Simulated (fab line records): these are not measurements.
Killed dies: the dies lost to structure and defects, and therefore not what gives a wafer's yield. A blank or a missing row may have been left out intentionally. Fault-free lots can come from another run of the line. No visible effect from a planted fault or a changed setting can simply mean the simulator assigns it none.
Matching of chambers ; flow nand-harc ; NHARC_THIN_TSV_ETCH_15 on rie-si-04 has 4 sister chambers
The step target depth 3000 nm, bosch target overetch cycles 2, bosch etch step 2.8 s. 8 wafers are shown with their chamber, then 11 later ones without.

WAFERS PAIRED WITH THEIR CHAMBERS
wafer;chamber;drypump-motor-current-A (A)
L082.2;3;5.4
L080.5;0;5.4
L080.6;3;5.4
L079.5;2;5.7
L081.2;0;5.4
L081.3;2;5.8
L081.6;1;6.5
L089.2;1;6.5

WAFERS WITH NO CHAMBER GIVEN
wafer;drypump-motor-current-A (A)
L089.4;5.8
L089.5;5.4
L085.1;5.4
L085.2;5.4
L085.6;5.4
L091.4;5.4
L091.5;6.4
L091.6;5.4
L090.1;5.4
L090.2;6.5
L090.6;5.4

WHICH CHAMBER EACH WENT THROUGH
wafer;from the rows above;in truth
L089.4;2;2
L089.5;can't be placed: 0 or 3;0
L085.1;can't be placed: 0 or 3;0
L085.2;can't be placed: 0 or 3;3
L085.6;can't be placed: 0 or 3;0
L091.4;can't be placed: 0 or 3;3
L091.5;1;1
L091.6;can't be placed: 0 or 3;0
L090.1;can't be placed: 0 or 3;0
L090.2;1;1
L090.6;can't be placed: 0 or 3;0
Correct placement for 3 of the 11. From these rows, 8 cannot be placed; in 8 the true chamber is one of the candidates. 0 placed wrongly.
How it was worked out, from the rows above alone: a wafer's distance from a chamber is the root of the sum, over the readings, of the square of ((its reading less the chamber's mean) divided by the reading's scatter). If the next closest chamber is less than 2 further off than the closest, the wafer can't be placed; otherwise it belongs to the closest. Each chamber's mean is taken over the wafers shown for it. The scatter: the root of (the sum of the squares of (reading less its chamber's mean) over the shown wafers, divided by (wafers less chambers)).
